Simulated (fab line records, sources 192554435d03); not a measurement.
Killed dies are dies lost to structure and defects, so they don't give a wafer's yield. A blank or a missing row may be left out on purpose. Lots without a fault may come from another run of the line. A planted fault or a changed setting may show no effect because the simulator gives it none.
Chamber matching | flow n5_finfet | N5_BEOL_M9_ETCH_66 on rie_diel-04: 4 sister chambers
The step etches SOC in N2/H2, target depth 80 nm, overetch 16 nm, time 120 s. 8 wafers are shown with their chamber, then 8 later ones without.

WAFERS WITH THEIR CHAMBER
wafer  | chamber | drypump_motor_current_A (A) | showerhead_plenum_p_Torr (Torr)
L078.6 | 2       | 4.8                         | 2.43
L081.3 | 0       | 5.3                         | 2.58
L081.5 | 3       | 6.5                         | 2.55
L083.4 | 0       | 5.3                         | 2.58
L082.2 | 1       | 5.7                         | 2.52
L082.3 | 2       | 4.8                         | 2.42
L082.6 | 1       | 5.6                         | 2.52
L085.1 | 3       | 6.5                         | 2.54

WAFERS WITHOUT THEIR CHAMBER
wafer  | drypump_motor_current_A (A) | showerhead_plenum_p_Torr (Torr)
L085.4 | 5.3                         | 2.58
L085.6 | 6.4                         | 2.54
L088.1 | 6.4                         | 2.54
L088.3 | 5.6                         | 2.51
L088.5 | 6.5                         | 2.54
L089.2 | 5.3                         | 2.57
L089.3 | 4.8                         | 2.74
L089.6 | 4.8                         | 2.74

WHICH CHAMBER EACH WENT THROUGH
wafer  | from the rows above | in truth
L085.4 | 0                   | 0
L085.6 | 3                   | 3
L088.1 | 3                   | 3
L088.3 | 1                   | 1
L088.5 | 3                   | 3
L089.2 | 0                   | 0
L089.3 | 0                   | 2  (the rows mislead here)
L089.6 | 0                   | 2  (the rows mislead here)
Placed correctly: 6 of 8. Can't be placed from these rows: 0. Placed wrongly: 2.
How it was worked out, from the rows above alone: a wafer's distance from a chamber is the root of the sum, over the readings, of the square of ((its reading less the chamber's mean) divided by the reading's scatter). The wafer belongs to the nearest chamber; if the next one is less than 2 further off, it can't be placed. A chamber's mean is the mean of its shown wafers. The scatter: the root of (the sum of the squares of (reading less its chamber's mean) over the shown wafers, divided by (wafers less chambers)).
